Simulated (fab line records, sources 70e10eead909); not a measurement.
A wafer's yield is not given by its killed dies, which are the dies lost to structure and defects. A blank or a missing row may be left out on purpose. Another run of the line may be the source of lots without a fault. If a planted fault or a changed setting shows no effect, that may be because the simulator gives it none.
8D (eight disciplines) problem report, filled in by code	flow nand harc	the parts of the form that need people (team, actions taken, sign-off) are left out

== 1. WHAT IS WRONG ==
NHARC_A_WL_FILL_ETCHBACK_17, run length s: mean 46.5 s over 1 wafer from 1 lot; wafers with no fault: 48.2 s, standard deviation 0.38. Relative to the usual mean, that is a shift of -4.5 standard deviations.
The step: etches the open film in Cl2/BCl3, target depth 4 nm, time 26.7 s.
Seen first at day 23 18:41 on rie metal-01, wafer L474.2. Wafers with a number at this step in the record: 38, from 13 lots. Rule for "out", or "out of limits": more than 4 standard deviations from the usual mean. The rest of the wafers with a number are treated as sound.

== 2. WHAT IT IS AND WHAT IT IS NOT ==
question	is	is not
which readings at this step	run length s	drypump motor current A, oes product au
which lots	L474	L467, L475, L480, L481, L482, L483, L484, L485, L486, L487, L488, L490
which wafers of those lots	L474.2	L474.3
read on which tools	rie metal-01	rie metal-02, rie metal-03
when	from day 23 18:41	up to then (4 sound wafers); but 33 sound wafers of L475, L480, L481, L482, L483, L484, L485, L486, L487, L488, L490 came after

== 3. WHAT RULES OUT EACH SUSPECT ==
Counting: if a tool at a process step up to the reading ran every lot that is out, it stays a suspect. Sound lots after the first of them don't rule it out here, since some wafers of a struck lot are sound.
- rie diel-12 at NHARC_A_SLIT_STRIP_18 (strips in O2): kept. It ran the lot that is out, L474 (day 22 21:58). NHARC_A_SLIT_STRIP_18 gives no start for some lots, so the hours and the order of its lots are those of NHARC_A_SLIT_CD_MEAS_21.
- rie metal-01 at NHARC_A_WL_FILL_ETCHBACK_17 (etches the open film in Cl2/BCl3, target depth 4 nm, time 26.7 s): kept. It ran the lot that is out, L474 (day 23 18:41). Its own readings are out on those wafers: run length s.
- At NHARC_A_SLIT_STRIP_18 on rie diel-12, chamber 0 took the sound wafers of the same lots and chamber 1 took the wafers that are out.
Remaining after the count are rie diel-12 at NHARC_A_SLIT_STRIP_18 and rie metal-01 at NHARC_A_WL_FILL_ETCHBACK_17.

== 4. THE CAUSE (what the simulator had put in) ==
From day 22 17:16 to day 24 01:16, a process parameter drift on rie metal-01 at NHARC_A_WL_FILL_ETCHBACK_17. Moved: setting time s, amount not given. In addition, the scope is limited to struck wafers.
This tool is one of the 2 suspects left after counting.

== 5. THE CHAIN OF EFFECTS, in route order ==
One row per reading whose mean, taken over the struck wafers that have a number, lies over 3 standard deviations from the usual. Only readings for which the record gives a usual standard deviation are gone through. hours: the time from each lot's start at the first step in this table that gives one to its start at this step, as a median over the lots. sigmas: the change in usual standard deviations.
hours	step	reading	usual	on struck wafers	change	sigmas
0	NHARC_A_WL_FILL_ETCHBACK_17	run length s	48.2 s	46.5	-1.7	-4.5
Its process steps:
- NHARC_A_WL_FILL_ETCHBACK_17: etches the open film in Cl2/BCl3, target depth 4 nm, time 26.7 s.
Later measuring or inspecting steps at which every struck wafer that the step has a row for has a number for every such reading, and none has moved that far: NHARC_A_WL_FILL_INSPECT_15, NHARC_END_SORT_01.

== 6. WHAT WOULD HAVE CAUGHT IT SOONER ==
First out-of-limits reading in this record: day 23 18:41, which is 25 hours after fault onset at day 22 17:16.
